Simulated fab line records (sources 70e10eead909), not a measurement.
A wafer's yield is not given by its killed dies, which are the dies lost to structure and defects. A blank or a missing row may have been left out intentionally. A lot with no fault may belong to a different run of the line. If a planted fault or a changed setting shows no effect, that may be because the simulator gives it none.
fab line records | flow nand-harc
record: lots: 12 | wafers: 36 | last-day: 24
route steps=1159 shown P_CONTACT@238 P_M0@266 END@1159
lots that met no fault: from a run of the same line without faults
start-h: start of the lot's first displayed wafer, in hours after the record's first day | wait-h: time in hours since the lot's previous step | " unchanged from the row above | L1.1+2: several wafers, shown together as one row | - no value, or no start given | * or withheld: withheld | < > ~ a bound
route shown NAME@n: names a module that has steps shown in the file, with the first one's number in the route | usual: mean/standard deviation taken from wafers without a fault | same: alike in all rows | chamber/n: place in a boat | sites: each site's reading | _std_site: their standard deviation | _edge_site: mean of outer sites minus mean of inner sites | radius-mm: for every site, how far away it sits from the centre of the wafer | mask NAME#n: copy n | behind: tool/chamber where the wafer was last shaped | hold: the reason the lot was held/the length of the hold in hours/how it ended | device: transistor that didn't switch, given as n, p or np | end of line: the tests these same wafers got at the end of their route | where a step has no rows: the recipe by itself | killed: the dies lost at the first sort to structure and to defects; this is not the yield of the wafer | map: a wafer's dies, marking killed ones x, the rest . and places with no die _
set.NAME: the setting the step ran with; set.NAME@STEP: the setting that earlier step ran with | model.NAME: the simulator's own value behind a step, which no gauge read
one table for each step of the route and one row for each wafer, over a sample of lots
services: the hour from which a tool's chamber was out of use, counted from the record's first day as start-h (under 0 if before that day), plus the number of hours and why
== steps ==
step: NHARC_P_CONTACT_ETCH_18
recipe: target-depth-a: 4810 | time-s: 240.5 | c4f8-flow-sccm: 20 | o2-flow-sccm: 10 | ar-flow-sccm: withheld | rf-w: 600 | bias-w: 1500 | chemistry: C4F8/O2/Ar
usual: chamber-pressure-mTorr: 25.000/0.021 | oes-product-au: 0.965/0.016 | rf-vpp-V: 979/4.6
lot.wafer | tool        | chamber | start-h | wait-h | chamber-pressure-mTorr | oes-product-au | rf-hours-counter-h | rf-vpp-V
L981.4    | rie-diel-09 | 3       | -       | -      | 24.978                 | 0.925          | 2                  | 985
L981.2    | "           | 0       | "       | "      | 25.005                 | 0.969          | 2                  | 979
L981.3    | "           | 2       | "       | "      | 24.976                 | 0.959          | 3                  | 982
L984.1    | rie-diel-09 | 1       | -       | -      | 24.982                 | 0.938          | 3                  | 980
L984.5    | "           | 0       | "       | "      | 25.010                 | 0.953          | -                  | 980
L984.6    | "           | 1       | "       | "      | 25.000                 | 0.943          | -                  | 982
L987.1    | rie-diel-02 | 3       | -       | -      | 24.966                 | 0.968          | 17                 | 969
L987.3    | "           | 2       | "       | "      | 24.995                 | 0.988          | 16                 | 976
L987.6    | "           | 3       | "       | "      | 24.995                 | 0.961          | -                  | 969
L992.4    | rie-diel-09 | 2       | -       | -      | 24.999                 | 0.963          | 9                  | 982
L992.1    | "           | 3       | "       | "      | 24.949                 | 0.920          | 9                  | 986
L992.6    | "           | 0       | "       | "      | 24.992                 | 0.940          | -                  | 979
L993.1    | rie-diel-09 | 3       | -       | -      | 24.978                 | 0.953          | 10                 | 987
L993.5    | "           | 0       | "       | "      | 24.994                 | 0.987          | -                  | 978
L993.6    | "           | 1       | "       | "      | 24.982                 | 0.964          | -                  | 980
L994.4    | rie-diel-08 | 1       | -       | -      | 24.984                 | 0.967          | 19                 | 976
L994.3    | "           | 2       | "       | "      | 24.982                 | 0.954          | 13                 | 972
L994.1    | "           | 3       | "       | "      | 24.981                 | 0.980          | 27                 | 971
L996.1    | rie-diel-09 | 0       | -       | -      | 25.018                 | 0.968          | 11                 | 978
L996.5    | "           | 3       | "       | "      | 25.001                 | 0.939          | -                  | 985
L996.6    | "           | 0       | "       | "      | 25.007                 | 0.970          | -                  | 980
L997.4    | rie-diel-09 | 2       | -       | -      | 24.973                 | 0.988          | 11                 | 983
L997.6    | "           | 0       | "       | "      | 25.030                 | 0.960          | -                  | 978
L997.5    | "           | 1       | "       | "      | 24.969                 | 0.958          | -                  | 981
L100.1    | rie-diel-09 | 1       | -       | -      | 24.990                 | 0.969          | 15                 | 981
L100.3    | "           | 2       | "       | "      | 24.997                 | 0.983          | 15                 | 982
L100.4    | "           | 3       | "       | "      | 25.021                 | 0.947          | 15                 | 985
L101.4    | rie-diel-09 | 1       | -       | -      | 24.975                 | 0.969          | 15                 | 980
L101.5    | "           | 0       | "       | "      | 25.011                 | 0.965          | -                  | 978
L101.6    | "           | 1       | "       | "      | 24.982                 | 0.980          | -                  | 981
L103.3    | rie-diel-09 | 1       | -       | -      | 25.000                 | 0.964          | 17                 | 981
L103.6    | "           | 1       | "       | "      | 24.998                 | 0.962          | -                  | 980
L103.4    | "           | 2       | "       | "      | 24.992                 | 0.970          | -                  | 979
L104.2    | rie-diel-09 | 0       | -       | -      | 25.027                 | 0.959          | 16                 | 979
L104.1    | "           | 1       | "       | "      | 25.002                 | 0.950          | 17                 | 981
L104.4    | "           | 3       | "       | "      | 25.015                 | 0.951          | 18                 | 984
step: NHARC_P_CONTACT_DEGAS_38
recipe: temp-c: 300 | time-s: 60
usual: heater-power-w: 464/60
lot.wafer | tool           | chamber | start-h | wait-h | heater-power-w
L981.4    | pvd-sputter-03 | -       | 119.18  | -      | 531
L981.3    | "              | -       | "       | "      | 359
L981.2    | "              | -       | "       | "      | 481
L984.1    | pvd-sputter-01 | -       | 126.14  | -      | 455
L984.6    | "              | -       | "       | "      | 447
L984.5    | "              | -       | "       | "      | 526
L987.3    | pvd-sputter-02 | -       | 148.07  | -      | 413
L987.1    | "              | -       | "       | "      | 497
L987.6    | "              | -       | "       | "      | 402
L992.4    | pvd-sputter-02 | -       | 190.10  | -      | 408
L992.1    | "              | -       | "       | "      | 409
L992.6    | "              | -       | "       | "      | 412
L993.1    | pvd-sputter-02 | -       | 192.39  | -      | 414
L993.5    | "              | -       | "       | "      | 406
L993.6    | "              | -       | "       | "      | 403
L994.4    | pvd-sputter-02 | -       | 198.72  | -      | 496
L994.3    | "              | -       | "       | "      | 413
L994.1    | "              | -       | "       | "      | 415
L996.1    | pvd-sputter-02 | -       | 201.39  | -      | 413
L996.5    | "              | -       | "       | "      | 502
L996.6    | "              | -       | "       | "      | 403
L997.4    | pvd-sputter-01 | -       | 202.42  | -      | 558
L997.6    | "              | -       | "       | "      | 446
L997.5    | "              | -       | "       | "      | 562
L100.1    | pvd-sputter-03 | -       | 228.01  | -      | 526
L100.3    | "              | -       | "       | "      | 521
L100.4    | "              | -       | "       | "      | 470
L101.4    | pvd-sputter-03 | -       | 229.03  | -      | 360
L101.5    | "              | -       | "       | "      | 529
L101.6    | "              | -       | "       | "      | 357
L103.4    | pvd-sputter-01 | -       | 244.81  | -      | 424
L103.3    | "              | -       | "       | "      | 546
L103.6    | "              | -       | "       | "      | 454
L104.1    | pvd-sputter-02 | -       | 249.74  | -      | 400
L104.2    | "              | -       | "       | "      | 393
L104.4    | "              | -       | "       | "      | 509
step: NHARC_P_CONTACT_CMP_24
recipe: t-overpolish-s: 30 | target-thk-nm: 200
usual: edge-zone-pressure-frac: 1.001/0.0046 | motor-current-A: 12.1/1.1 | overpolish-run-s: 30.001/0.0085 | time-to-endpoint-s: 40/3.1
lot.wafer | tool   | chamber | start-h | wait-h | edge-zone-pressure-frac | motor-current-A | overpolish-run-s | time-to-endpoint-s
L981.3    | cmp-04 | 0       | 135.11  | 0.3    | 1.003                   | 13.9            | 30.007           | 40
L981.4    | "      | 1       | "       | "      | 0.991                   | 11.3            | 29.989           | 38
L981.2    | "      | 3       | "       | "      | 1.001                   | 11.4            | 30.000           | 38
L984.1    | cmp-04 | 0       | 136.23  | 0.6    | 1.005                   | 12.5            | 30.006           | 39
L984.5    | "      | 2       | "       | "      | 1.000                   | 11.6            | 29.998           | 41
L984.6    | "      | 3       | "       | "      | 0.996                   | 11.3            | 30.003           | 43
L987.3    | cmp-03 | 0       | 151.64  | 0.3    | 0.998                   | 12.0            | 30.005           | 40
L987.1    | "      | 1       | "       | "      | 1.003                   | 13.3            | 29.978           | 39
L987.6    | "      | 3       | "       | "      | 1.004                   | 11.0            | 30.004           | 42
L992.1    | cmp-03 | 0       | 192.44  | 0.6    | 1.003                   | 11.3            | 30.004           | 37
L992.4    | "      | 1       | "       | "      | 0.998                   | 12.6            | 30.017           | 34
L992.6    | "      | 0       | "       | "      | 1.007                   | 11.5            | 29.996           | 34
L993.1    | cmp-04 | 0       | 193.54  | 0.5    | 1.000                   | 13.6            | 30.004           | 39
L993.5    | "      | 2       | "       | "      | 0.998                   | 11.8            | 29.996           | 35
L993.6    | "      | 3       | "       | "      | 1.000                   | 12.0            | 29.989           | 38
L994.1    | cmp-03 | 0       | 205.98  | 0.6    | -                       | -               | -                | -
L994.4    | "      | 1       | "       | "      | -                       | -               | -                | -
L994.3    | "      | 2       | "       | "      | -                       | -               | -                | -
L996.1    | cmp-03 | 1       | 211.60  | 0.6    | -                       | -               | -                | -
L996.5    | "      | 2       | "       | "      | -                       | -               | -                | -
L996.6    | "      | 3       | "       | "      | -                       | -               | -                | -
L997.4    | cmp-04 | 2       | 212.83  | 0.3    | -                       | -               | -                | -
L997.6    | "      | 1       | "       | "      | -                       | -               | -                | -
L997.5    | "      | 2       | "       | "      | -                       | -               | -                | -
L100.1    | cmp-03 | 1       | 231.31  | 0.5    | 0.996                   | 12.8            | 30.012           | 35
L100.4    | "      | 3       | "       | "      | 1.006                   | 11.3            | 30.003           | 40
L100.3    | "      | 0       | "       | "      | 1.010                   | 11.7            | 30.001           | 37
L101.4    | cmp-04 | 0       | 231.71  | 0.4    | 1.006                   | 13.2            | 30.012           | 40
L101.5    | "      | 0       | "       | "      | 1.001                   | 13.6            | 30.004           | 42
L101.6    | "      | 1       | "       | "      | 0.997                   | 11.5            | 29.998           | 39
L103.4    | cmp-03 | 1       | 250.12  | 0.3    | 0.998                   | 13.4            | 30.014           | 38
L103.3    | "      | 3       | "       | "      | 1.005                   | 10.8            | 29.995           | 40
L103.6    | "      | 1       | "       | "      | 1.003                   | 13.7            | 29.995           | 38
L104.4    | cmp-04 | 2       | 257.06  | 0.3    | 0.996                   | 12.2            | 30.019           | 39
L104.2    | "      | 0       | "       | "      | 0.999                   | 14.0            | 30.006           | 42
L104.1    | "      | 1       | "       | "      | 0.999                   | 11.3            | 30.015           | 39
step: NHARC_P_CONTACT_INSPECT_27
usual: raw-defect-count: 302/150
lot.wafer | tool              | chamber | start-h | wait-h | raw-defect-count
L981.2    | defect-inspect-02 | -       | 135.52  | 0.1    | 207
L981.3    | "                 | -       | "       | "      | 499
L981.4    | "                 | -       | "       | "      | 388
L984.1    | defect-inspect-02 | -       | 136.59  | 0.1    | 238
L984.5    | "                 | -       | "       | "      | 600
L984.6    | "                 | -       | "       | "      | 539
L987.1    | defect-inspect-01 | -       | 151.99  | 0.1    | 161
L987.3    | "                 | -       | "       | "      | 126
L987.6    | "                 | -       | "       | "      | 290
L992.1    | defect-inspect-01 | -       | 192.81  | 0.1    | 315
L992.4    | "                 | -       | "       | "      | 322
L992.6    | "                 | -       | "       | "      | 381
L993.1    | defect-inspect-01 | -       | 193.90  | 0.1    | 381
L993.5    | "                 | -       | "       | "      | 328
L993.6    | "                 | -       | "       | "      | 239
L994.1    | defect-inspect-01 | -       | 206.38  | 0.1    | 2584
L994.3    | "                 | -       | "       | "      | 2362
L994.4    | "                 | -       | "       | "      | 2409
L996.1    | defect-inspect-02 | -       | 211.92  | 0.1    | 2378
L996.5    | "                 | -       | "       | "      | 2307
L996.6    | "                 | -       | "       | "      | 2479
L997.4    | defect-inspect-02 | -       | 213.21  | 0.1    | 2424
L997.5    | "                 | -       | "       | "      | 2235
L997.6    | "                 | -       | "       | "      | 2457
L100.1    | defect-inspect-01 | -       | 231.72  | 0.1    | 187
L100.3    | "                 | -       | "       | "      | 295
L100.4    | "                 | -       | "       | "      | 249
L101.4    | defect-inspect-02 | -       | 232.12  | 0.1    | 169
L101.5    | "                 | -       | "       | "      | 140
L101.6    | "                 | -       | "       | "      | 102
L103.3    | defect-inspect-02 | -       | 250.53  | 0.1    | 599
L103.4    | "                 | -       | "       | "      | 340
L103.6    | "                 | -       | "       | "      | 382
L104.1    | defect-inspect-01 | -       | 257.47  | 0.1    | 286
L104.2    | "                 | -       | "       | "      | 279
L104.4    | "                 | -       | "       | "      | 260
step: NHARC_P_M0_DESCUM_14
recipe: time-s: 3 | o2-flow-sccm: 200 | ar-flow-sccm: 0 | bias-power-w: 0 | chemistry: O2
usual: chamber-pressure-mTorr: 60.00/0.06 | drypump-motor-current-A: 5.6/0.44 | oes-product-au: 1.002/0.0082 | rf-vpp-V: 57.7/0.93 | showerhead-plenum-p-Torr: 1.91/0.073 | throttle-valve-pct: 11.312/0.0085
lot.wafer | tool        | chamber | start-h | wait-h | chamber-pressure-mTorr | drypump-motor-current-A | oes-product-au | rf-hours-counter-h | rf-vpp-V | showerhead-plenum-p-Torr | throttle-valve-pct
L981.4    | rie-diel-03 | 3       | 136.68  | 0.1    | 59.88                  | 5.5                     | 0.989          | 6                  | 59.2     | 1.94                     | 11.309
L981.3    | "           | 0       | "       | "      | 60.03                  | 6.1                     | 0.998          | 6                  | 58.6     | 1.97                     | 11.315
L981.2    | "           | 1       | "       | "      | 59.99                  | 5.7                     | 1.000          | 5                  | 58.1     | 1.93                     | 11.308
L984.1    | rie-diel-12 | 2       | 137.61  | 0.1    | 59.98                  | 6.5                     | 0.988          | 9                  | 56.4     | 1.79                     | 11.298
L984.6    | "           | 3       | "       | "      | 60.01                  | 5.1                     | 0.995          | -                  | 57.6     | 1.80                     | 11.308
L984.5    | "           | 0       | "       | "      | 60.02                  | 6.0                     | 0.997          | -                  | 57.0     | 1.80                     | 11.334
L987.3    | rie-diel-03 | 0       | 153.09  | 0.1    | 60.05                  | 6.1                     | 1.000          | 6                  | 57.8     | 1.97                     | 11.315
L987.1    | "           | 2       | "       | "      | 59.99                  | 5.5                     | 0.994          | 6                  | 58.3     | 2.03                     | 11.305
L987.6    | "           | 1       | "       | "      | 60.01                  | 5.8                     | 1.003          | -                  | 58.0     | 1.93                     | 11.311
L992.1    | rie-diel-05 | 1       | 193.93  | 0.1    | 59.91                  | 5.2                     | 1.018          | 2                  | 58.2     | 1.87                     | 11.303
L992.6    | "           | 2       | "       | "      | 60.00                  | 5.3                     | 1.008          | -                  | 58.2     | 1.92                     | 11.308
L992.4    | "           | 3       | "       | "      | 59.92                  | 6.0                     | 1.022          | -                  | 56.1     | 1.82                     | 11.303
L993.1    | rie-diel-03 | 1       | 194.99  | 0.1    | 59.89                  | 5.7                     | 1.005          | 9                  | 57.9     | 1.93                     | 11.322
L993.5    | "           | 1       | "       | "      | 60.00                  | 5.7                     | 1.001          | -                  | 56.5     | 1.93                     | 11.320
L993.6    | "           | 2       | "       | "      | 59.95                  | 5.5                     | 0.996          | -                  | 60.0     | 2.03                     | 11.322
L100.3    | rie-diel-12 | 1       | 232.81  | 0.1    | 60.09                  | 4.8                     | 1.002          | 1                  | 58.0     | 1.90                     | 11.326
L100.4    | "           | 3       | "       | "      | 59.98                  | 5.1                     | 1.006          | 1                  | 57.6     | 1.79                     | 11.320
L100.1    | "           | 0       | "       | "      | 60.00                  | 5.9                     | 0.999          | 1                  | 57.1     | 1.80                     | 11.305
L101.4    | rie-diel-05 | 0       | 233.21  | 0.1    | 60.05                  | 5.0                     | 1.011          | 4                  | 58.8     | 1.87                     | 11.301
L101.6    | "           | 3       | "       | "      | 59.93                  | 6.0                     | 1.010          | -                  | 57.0     | 1.81                     | 11.317
L101.5    | "           | 0       | "       | "      | 60.01                  | 5.0                     | 1.002          | -                  | 57.8     | 1.87                     | 11.312
L103.4    | rie-diel-05 | 0       | 251.66  | 0.1    | 60.08                  | 5.0                     | 0.992          | 6                  | 57.1     | 1.87                     | 11.299
L103.3    | "           | 3       | "       | "      | 60.01                  | 6.0                     | 1.009          | 5                  | 58.2     | 1.82                     | 11.309
L103.6    | "           | 1       | "       | "      | 60.00                  | 5.2                     | 1.015          | -                  | 57.2     | 1.87                     | 11.312
L104.2    | rie-diel-12 | 0       | 258.56  | 0.1    | 60.00                  | 5.9                     | 1.010          | 4                  | 57.1     | 1.80                     | 11.304
L104.4    | "           | 1       | "       | "      | 59.99                  | 4.8                     | 1.008          | 5                  | 56.7     | 1.90                     | 11.316
L104.1    | "           | 2       | "       | "      | 59.99                  | 6.5                     | 0.999          | 4                  | 57.3     | 1.78                     | 11.306
step: NHARC_END_SORT_01
recipe: temp-c: 25
usual: killed-at-array: 29/10 | killed-at-other: 0.7/1.1 | killed-at-periphery: 3.2/2.2 | killed-dies: 33/11 | killed-open: 3.5/1.8 | killed-short: 2.0/1.4
same: gross-dies: 677
lot.wafer | tool      | chamber | start-h | wait-h | killed-at-array | killed-at-other | killed-at-periphery | killed-dies | killed-open | killed-short
L994.1    | prober-02 | 0       | 534.31  | 2.5    | 26              | 0               | 651                 | 677         | 3           | 4
L994.3    | prober-02 | 0       | 535.91  | 3.1    | 18              | 0               | 659                 | 677         | 2           | 1
L994.4    | prober-02 | 0       | 536.71  | 3.4    | 19              | 1               | 657                 | 677         | 3           | 1
L997.4    | prober-01 | 0       | 536.72  | 3.4    | 23              | 2               | 652                 | 677         | 5           | 1
L997.5    | prober-01 | 0       | 537.53  | 3.7    | 30              | 3               | 644                 | 677         | 2           | 1
L997.6    | prober-01 | 0       | 538.33  | 4.0    | 23              | 3               | 651                 | 677         | 5           | 1
L996.1    | prober-02 | 0       | 542.14  | 2.5    | 38              | 0               | 639                 | 677         | 2           | 0
L996.5    | prober-02 | 0       | 545.36  | 3.7    | 39              | 0               | 638                 | 677         | 1           | 1
L996.6    | prober-02 | 0       | 546.16  | 4.0    | 42              | 0               | 635                 | 677         | 9           | 2
killed by level:class
L994.1 P_CONTACT:area-cmp=648 A_CHANNEL_HOLE_D1:chamber-film-flake=8 A_BONDPAD:chamber-film-flake=6 A_CONTACT:chamber-film-flake=5 A_ONON_D1:geometric-particle:short=2 P_GATE:geometric-particle:open=1 A_CHANNEL_FILL_D1:geometric-particle:short=1 A_SGD_CUT:geometric-particle:short=1
L994.3 P_CONTACT:area-cmp=659 A_BONDPAD:chamber-film-flake=8 A_CHANNEL_HOLE_D1:chamber-film-flake=4 A_CONTACT:chamber-film-flake=3 A_ONON_D1:geometric-particle:open=1 A_WL_FILL:geometric-particle:short=1 A_WL_FILL:geometric-particle:open=1
L994.4 P_CONTACT:area-cmp=656 A_CONTACT:chamber-film-flake=7 A_CHANNEL_HOLE_D1:chamber-film-flake=5 A_BONDPAD:chamber-film-flake=4 A_ONON_D1:geometric-particle:short=1 A_SGD_CUT:geometric-particle:open=1 A_M0:geometric-particle:open=1 P_STI:chamber-film-flake=1
L997.4 P_CONTACT:area-cmp=649 A_CHANNEL_HOLE_D1:chamber-film-flake=15 A_SGD_CUT:chamber-film-flake=2 A_CONTACT:chamber-film-flake=2 THIN_TSV:chamber-film-flake=2 P_M0:geometric-particle:open=1 P_M1:geometric-particle:short=1 A_SOURCE_PLATE:geometric-particle:open=1
L997.5 P_CONTACT:area-cmp=643 A_CHANNEL_HOLE_D1:chamber-film-flake=21 A_CONTACT:chamber-film-flake=3 THIN_TSV:chamber-film-flake=3 A_SGD_CUT:chamber-film-flake=2 P_CONTACT:geometric-particle:short=1 A_SOURCE_PLATE:geometric-particle:open=1 A_CONTACT:geometric-particle:open=1
L997.6 P_CONTACT:area-cmp=648 A_CHANNEL_HOLE_D1:chamber-film-flake=14 A_CONTACT:chamber-film-flake=3 P_CONTACT:geometric-particle:open=2 A_CONTACT:geometric-particle:open=2 A_ZERO_WELL:chamber-film-flake=2 THIN_TSV:chamber-film-flake=2 A_SOURCE_PLATE:geometric-particle:open=1
L996.1 P_CONTACT:area-cmp=638 A_CHANNEL_HOLE_D1:chamber-film-flake=20 A_SLIT:chamber-film-flake=14 A_CHANNEL_HOLE_D1:geometric-particle:open=1 A_WL_FILL:geometric-particle:open=1 P_STI:chamber-film-flake=1 A_CHANNEL_FILL_D1:chamber-film-flake=1 A_WL_FILL:chamber-film-flake=1
L996.5 P_CONTACT:area-cmp=634 A_CHANNEL_HOLE_D1:chamber-film-flake=20 A_SLIT:chamber-film-flake=16 P_STI:chamber-film-flake=2 P_STI:geometric-particle:short=1 A_WL_FILL:geometric-particle:open=1 P_ZERO_WELL:chamber-film-flake=1 A_CHANNEL_FILL_D1:chamber-film-flake=1
L996.6 P_CONTACT:area-cmp=628 A_SLIT:chamber-film-flake=16 A_CHANNEL_HOLE_D1:chamber-film-flake=12 P_STI:chamber-film-flake=3 A_CHANNEL_FILL_D1:geometric-particle:open=2 A_CHANNEL_FILL_D1:chamber-film-flake=2 A_WL_FILL:chamber-film-flake=2 P_GATE:geometric-particle:open=1
== services ==
tool           | chamber | start-h | hours | kind
rie-diel-09    | 3       | 94.16   | 6.6   | repair
pvd-sputter-03 | -       | 102.00  | 10.0  | pm
cmp-04         | -       | 105.07  | 4.0   | pm
cmp-03         | -       | 112.13  | 3.6   | repair
pvd-sputter-01 | -       | 114.69  | 2.0   | repair
rie-diel-12    | 0       | 142.69  | 1.5   | repair
rie-diel-12    | 1       | 151.24  | 1.4   | repair
cmp-03         | -       | 156.00  | 4.0   | pm
pvd-sputter-01 | -       | 158.03  | 10.0  | pm
rie-diel-05    | -       | 158.67  | 1.0   | repair
rie-diel-05    | -       | 163.60  | 9.0   | pm
rie-diel-03    | 2       | 171.77  | 5.3   | repair
pvd-sputter-01 | -       | 173.50  | 0.9   | repair
rie-diel-09    | 2       | 175.33  | 3.8   | repair
cmp-04         | -       | 189.33  | 1.9   | repair
rie-diel-05    | 0       | 189.94  | 8.1   | repair
pvd-sputter-01 | -       | 191.58  | 1.5   | repair
cmp-03         | -       | 196.78  | 2.9   | repair
rie-diel-12    | -       | 202.40  | 9.0   | pm
cmp-04         | -       | 203.07  | 4.0   | pm
pvd-sputter-02 | -       | 214.02  | 10.0  | pm
rie-diel-09    | 0       | 238.35  | 6.3   | repair
cmp-03         | -       | 254.00  | 4.0   | pm
rie-diel-09    | -       | 254.10  | 9.0   | pm
== key ==
first-sign: step: NHARC_P_CONTACT_CMP_24 | reading: tool-record | direction: missing
effect: step: NHARC_P_CONTACT_INSPECT_27 | reading: raw-defect-count | direction: up | sigmas: 14 | usual: 302 | struck: 2404
effect: step: NHARC_END_SORT_01 | reading: killed-at-periphery | direction: up | sigmas: 99+ | usual: 3.2 | struck: 647.3
more-kills-born-at: NHARC_P_CONTACT_CMP_24@cmp-03: 3863 | NHARC_P_CONTACT_CMP_24@cmp-04: 1940
met-at NHARC_P_CONTACT_CMP_24
struck-lots L994,L996,L997
later-rows-left-out L994.1,L994.3,L994.4,L996.1,L996.5,L996.6,L997.4,L997.5,L997.6
tester-left-out L994,L996,L997
not-acting-at NHARC_P_CONTACT_ETCH_18,NHARC_P_CONTACT_DEGAS_38,NHARC_P_M0_DESCUM_14
onset-between 193.54 205.98
fault: kind: skipped-step-whole | tool: cmp-03,cmp-04 | chamber: - | onset-h: 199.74 | steps: NHARC_P_CONTACT_CMP_24 | scope: struck-lots-only
tester-left-out: of these lots the tester's yield and bins aren't shown, on N5 and GAA mostly nor the transistor test; their killed dies are dies lost to structure and defects alone, not to doping, threshold or leakage, so they don't give the yield
later-rows-left-out: the simulator's readings of these wafers behind a module that went badly wrong aren't trusted and aren't shown, but for the sort
